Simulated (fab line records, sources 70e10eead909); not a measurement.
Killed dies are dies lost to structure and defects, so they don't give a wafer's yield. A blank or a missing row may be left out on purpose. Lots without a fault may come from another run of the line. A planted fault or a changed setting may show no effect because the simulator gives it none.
Which tool did it? | flow nand_harc | 13 lots, 38 wafers sampled, at 4 steps of a route of 1159

WHAT THE GAUGES READ, wafer by wafer
The record holds no reading of a measuring or inspecting step that can be judged against a usual standard deviation.

WHICH TOOL RAN EACH LOT (tool, then ch and the chambers of the sampled wafers, then the start)
lot  | NHARC_A_WL_FILL_ALD_00           | NHARC_A_WL_FILL_ALD_02              | NHARC_A_WL_FILL_STRIP_29           | NHARC_A_CONTACT_SOFTBAKE_37
L800 | ald_hk-01 ch 0,1, day 14 20:41   | ald_metal-02 ch 0,1,2, day 14 21:13 | rie_diel-08 ch 1,2,3, day 15 13:38 | litho_track-06 ch 0, day 16 04:00
L801 | ald_hk-02 ch 1,2,3, day 15 07:26 | ald_metal-02 ch 0,1, day 15 08:09   | rie_diel-08 ch 1,3, day 15 22:14   | litho_track-04 ch 0, day 16 17:00
L804 | ald_hk-02 ch 0,1,2, day 15 11:00 | ald_metal-02 ch 0,1,2, day 15 11:28 | rie_diel-04 ch 1,2,3, day 16 08:47 | litho_track-06 ch 0, day 17 00:00
L805 | ald_hk-02 ch 1,2,3, day 16 10:46 | ald_metal-03 ch 0,3, day 16 11:15   | rie_diel-03 ch 0,2,3, day 17 01:30 | litho_track-06 ch 0, day 17 20:00
L810 | ald_hk-01 ch 0,2,3, day 17 06:20 | ald_metal-02 ch 1,3, day 17 06:49   | rie_diel-08 ch 0,1,2, day 18 01:19 | litho_track-01 ch 0, day 18 20:00
L815 | ald_hk-01 ch 1,2, day 17 23:57   | ald_metal-01 ch 0,2, day 18 00:27   | rie_diel-03 ch 0,1, day 18 20:01   | litho_track-06 ch 0, day 19 16:00
L812 | ald_hk-02 ch 0,1,2, day 18 00:10 | ald_metal-02 ch 1,3, day 18 00:47   | rie_diel-08 ch 2,3, day 18 23:23   | litho_track-04 ch 0, day 19 18:00
L816 | ald_hk-02 ch 1,2, day 18 20:20   | ald_metal-02 ch 0,2, day 18 20:54   | rie_diel-03 ch 2,3, day 19 16:16   | litho_track-01 ch 0, day 20 06:00
L817 | ald_hk-03 ch 1,2,3, day 19 05:58 | ald_metal-01 ch 0,2, day 19 06:25   | rie_diel-04 ch 0,1,3, day 20 03:07 | litho_track-01 ch 0, day 20 17:00
L818 | ald_hk-01 ch 1,2,3, day 19 05:59 | ald_metal-02 ch 0,2,3, day 19 06:36 | rie_diel-03 ch 0,1,3, day 20 03:05 | litho_track-01 ch 0, day 20 18:00
L819 | ald_hk-03 ch 0,1,2, day 19 21:54 | ald_metal-03 ch 0,1,3, day 19 22:19 | rie_diel-03 ch 0,3, day 20 16:52   | litho_track-06 ch 0, day 21 13:00
L822 | ald_hk-02 ch 0,1,3, day 21 01:49 | ald_metal-02 ch 0,2, day 21 02:28   | rie_diel-08 ch 0,1,3, day 21 20:46 | litho_track-04 ch 0, day 22 13:00
L823 | ald_hk-02 ch 0,1, day 21 01:57   | ald_metal-03 ch 0,2,3, day 21 02:38 | rie_diel-04 ch 0,2, day 22 05:25   | litho_track-01 ch 0, day 23 01:00
- NHARC_A_WL_FILL_ALD_00: deposits Al2O3, target thk 3 nm, pulse time 3 s, ald cycles 30.
- NHARC_A_WL_FILL_ALD_02: deposits TiN, target thk 2 nm, pulse time 3 s, ald cycles 100.
- NHARC_A_WL_FILL_STRIP_29: strips in O2, time 20 s.
- NHARC_A_CONTACT_SOFTBAKE_37: time 55 s.

WHAT THE TOOLS THEMSELVES READ (means of the sampled wafers that have a number; where no wafer has one, the mark that the record gives instead)
NHARC_A_WL_FILL_ALD_00. Usual: heater_power_w 463 W, standard deviation 38; precursor_pulse_height_rel 1.000, standard deviation 0.021.
lot  | tool      | heater_power_w (W) | precursor_pulse_height_rel | flag
L800 | ald_hk-01 | 455                | 1.008                      |
L801 | ald_hk-02 | 479                | 1.009                      |
L804 | ald_hk-02 | 471                | 0.977                      |
L805 | ald_hk-02 | 477                | 0.996                      |
L810 | ald_hk-01 | 465                | 0.992                      |
L815 | ald_hk-01 | 447                | 0.994                      |
L812 | ald_hk-02 | 479                | 0.991                      |
L816 | ald_hk-02 | 492                | 0.981                      |
L817 | ald_hk-03 | 470                | 1.011                      |
L818 | ald_hk-01 | 438                | 0.998                      |
L819 | ald_hk-03 | 452                | 1.000                      |
L822 | ald_hk-02 | 482                | 1.001                      |
L823 | ald_hk-02 | 522                | 0.995                      |

NHARC_A_WL_FILL_ALD_02. Usual: heater_power_w 1096 W, standard deviation 110; precursor_pulse_height_rel 1.000, standard deviation 0.022.
lot  | tool         | heater_power_w (W) | precursor_pulse_height_rel | flag
L800 | ald_metal-02 | 1169               | 0.986                      |
L801 | ald_metal-02 | 1145               | 1.003                      |
L804 | ald_metal-02 | 1178               | 1.004                      |
L805 | ald_metal-03 | 985                | 1.007                      |
L810 | ald_metal-02 | 1123               | 1.010                      |
L815 | ald_metal-01 | 1030               | 0.993                      |
L812 | ald_metal-02 | 1014               | 1.019                      |
L816 | ald_metal-02 | 1124               | 0.962                      |
L817 | ald_metal-01 | 1103               | 1.011                      |
L818 | ald_metal-02 | 1051               | 0.999                      |
L819 | ald_metal-03 | 1072               | 0.988                      |
L822 | ald_metal-02 | 1147               | 0.985                      |
L823 | ald_metal-03 | 1057               | 1.009                      |

NHARC_A_WL_FILL_STRIP_29. Usual: chamber_pressure_mTorr 60.00 mTorr, standard deviation 0.051; drypump_motor_current_A 5.7 A, standard deviation 0.33; o2_flow_sccm 500.0 sccm, standard deviation 1.5; oes_product_au 1.002 a.u., standard deviation 0.0097; rf_vpp_V 57.8 V, standard deviation 0.84; showerhead_plenum_p_Torr 3.53 Torr, standard deviation 0.15; throttle_valve_pct 17.036 %, standard deviation 0.0088.
lot  | tool        | chamber_pressure_mTorr (mTorr) | drypump_motor_current_A (A) | o2_flow_sccm (sccm) | oes_product_au (a.u.) | rf_vpp_V (V) | showerhead_plenum_p_Torr (Torr) | throttle_valve_pct (%) | flag
L800 | rie_diel-08 | 60.06                          | 5.5                         | 501.0               | 0.999                 | 58.0         | 3.57                            | 17.038                 |
L801 | rie_diel-08 | 59.99                          | 5.6                         | 501.3               | 0.999                 | 57.5         | 3.62                            | 17.037                 |
L804 | rie_diel-04 | 59.97                          | 5.8                         | 499.3               | 0.999                 | 58.1         | 3.40                            | 17.038                 |
L805 | rie_diel-03 | 59.99                          | 5.6                         | 500.8               | 0.999                 | 58.0         | 3.57                            | 17.040                 |
L810 | rie_diel-08 | 59.99                          | 5.5                         | 501.2               | 0.999                 | 57.9         | 3.71                            | 17.042                 |
L815 | rie_diel-03 | 59.98                          | 5.6                         | 499.0               | 1.007                 | 57.8         | 3.59                            | 17.040                 |
L812 | rie_diel-08 | 60.03                          | 5.5                         | 500.0               | 1.003                 | 58.0         | 3.43                            | 17.035                 |
L816 | rie_diel-03 | 60.03                          | 5.7                         | 498.1               | 1.009                 | 58.0         | 3.52                            | 17.031                 |
L817 | rie_diel-04 | 59.97                          | 5.9                         | 502.1               | 0.999                 | 58.2         | 3.43                            | 17.036                 |
L818 | rie_diel-03 | 59.95                          | 5.7                         | 500.0               | 1.013                 | 58.6         | 3.58                            | 17.038                 |
L819 | rie_diel-03 | 59.99                          | 5.8                         | 500.1               | 1.003                 | 57.7         | 3.61                            | 17.043                 |
L822 | rie_diel-08 | 59.98                          | 5.7                         | 500.5               | 1.000                 | 58.2         | 3.61                            | 17.038                 |
L823 | rie_diel-04 | 59.99                          | 6.0                         | 501.3               | 0.989                 | 57.5         | 3.43                            | 17.043                 |

NHARC_A_CONTACT_SOFTBAKE_37. Usual: heater_power_total_W 188.46 W, standard deviation 0.14.
lot  | tool           | heater_power_total_W (W) | flag
L800 | litho_track-06 | 188.52                   |
L801 | litho_track-04 | 188.57                   |
L804 | litho_track-06 | 188.45                   |
L805 | litho_track-06 | 188.55                   |
L810 | litho_track-01 | 188.48                   |
L815 | litho_track-06 | 188.33                   |
L812 | litho_track-04 | 188.40                   |
L816 | litho_track-01 | 216.58                   | OFF
L817 | litho_track-01 | 226.04                   | OFF
L818 | litho_track-01 | 207.35                   | OFF
L819 | litho_track-06 | 188.43                   |
L822 | litho_track-04 | 188.37                   |
L823 | litho_track-01 | 188.47                   |

THE ANSWER, worked out from the rows above alone
Rule: a lot is off if the mean of its wafers that have a number lies more than 3 standard deviations from the usual mean. A lot without any number at a reading at which 4 lots or more have one is off too. The other lots that the step has rows for count as sound. The gauges are gone through in route order, then the tools' own readings, and for those a lot's mean is taken as printed above. The first step at which some lot is off is used, and at that step the reading that is off furthest; a lot without a number counts as furthest.
Off: L816, L817, L818, at NHARC_A_CONTACT_SOFTBAKE_37 (heater_power_total_W).
A tool fits if, at that step or a process step before it, it ran every lot that is off, and no sound lot after the first of them. None of those tried fits.

WHAT THE SIMULATOR HAD PUT IN
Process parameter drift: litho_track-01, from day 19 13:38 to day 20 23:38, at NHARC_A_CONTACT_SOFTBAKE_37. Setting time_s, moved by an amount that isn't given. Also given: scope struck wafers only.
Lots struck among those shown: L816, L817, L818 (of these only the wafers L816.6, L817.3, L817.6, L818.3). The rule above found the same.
